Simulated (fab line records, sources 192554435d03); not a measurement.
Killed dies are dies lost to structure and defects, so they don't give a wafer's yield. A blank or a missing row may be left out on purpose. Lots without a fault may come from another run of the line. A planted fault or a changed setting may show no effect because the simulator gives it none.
One fault seen from 2 desks | flow n5_finfet | each desk has only its own numbers; what lay behind them comes last

THE TOOL OWNER'S DESK: ald_sin-03
The tool's own readings at N5_BEOL_M1_ALD_98 (deposits SiO2, target thk 2.5 nm, pulse time 1 s, co reactant pulse time 1 s): means of the sampled wafers that have a number, for each lot that ran on this tool. A lot is out of limits, marked OUT, if its mean lies more than 4 standard deviations from the usual mean; the brackets give that distance.
Columns: A = heater_power_w at N5_BEOL_M1_ALD_98, usual 81 W; B = precursor_pulse_height_rel at N5_BEOL_M1_ALD_98, usual 0.999; C = susceptor_temp_C at N5_BEOL_M1_ALD_98, usual 100.02 C
lot  | first seen here | A  | B     | C
L812 | day 8 09:25     | 84 | 1.004 | -
L813 | day 8 17:41     | 89 | 1.014 | -
L824 | day 11 12:55    | 88 | 1.008 | 100.08
L825 | day 12 01:03    | 90 | 0.986 | 99.87
This desk's finding: nothing out of limits on any of the 4 lots.

THE METROLOGY DESK
What the gauges read, lot by lot, whatever tool the lot ran on: means of the sampled wafers that have a number. A lot is out of limits, marked OUT, if its mean lies more than 4 standard deviations from the usual mean; the brackets give that distance. Of its 10 readings 7 are shown: those that lie furthest out on some lot.
Columns: A = DIBL_P at N5_BEOL_M4_RC_MEAS_101, usual 36.2 mV/V; B = IOFF_N at N5_BEOL_M4_RC_MEAS_101, usual 0.16 nA/um; C = IOFF_P at N5_BEOL_M4_RC_MEAS_101, usual 0.21 nA/um; D = ION_N at N5_BEOL_M4_RC_MEAS_101, usual 673 uA/um; E = ION_P at N5_BEOL_M4_RC_MEAS_101, usual 461 uA/um; F = VT_N at N5_BEOL_M4_RC_MEAS_101, usual 251 mV; G = VT_P at N5_BEOL_M4_RC_MEAS_101, usual -251 mV
lot  | first seen here | A    | B    | C    | D   | E   | F   | G
L806 | day 8 17:03     | 38.1 | 0.18 | 0.26 | 672 | 467 | 251 | -246
L812 | day 9 19:12     | 35.8 | 0.16 | 0.19 | 684 | 465 | 250 | -253
L813 | day 10 06:25    | 35.0 | 0.16 | 0.19 | 670 | 455 | 253 | -253
L818 | day 11 05:26    | 36.4 | 0.16 | 0.24 | 682 | 473 | 248 | -244
L816 | day 11 05:43    | 37.8 | 0.18 | 0.24 | 680 | 466 | 247 | -249
L819 | day 11 13:49    | 34.5 | 0.15 | 0.20 | 665 | 457 | 253 | -252
L817 | day 11 16:39    | 34.0 | 0.14 | 0.18 | 659 | 456 | 252 | -251
L824 | day 13 07:39    | 35.4 | 0.13 | 0.17 | 663 | 458 | 253 | -254
L825 | day 13 10:01    | 40.4 | 0.22 | 0.27 | 697 | 472 | 245 | -248
This desk's finding: nothing out of limits on any of the 9 lots.

PUT TOGETHER
The tool owner's desk saw nothing out of limits.
The metrology desk saw nothing out of limits.

WHAT THE SIMULATOR HAD PUT IN
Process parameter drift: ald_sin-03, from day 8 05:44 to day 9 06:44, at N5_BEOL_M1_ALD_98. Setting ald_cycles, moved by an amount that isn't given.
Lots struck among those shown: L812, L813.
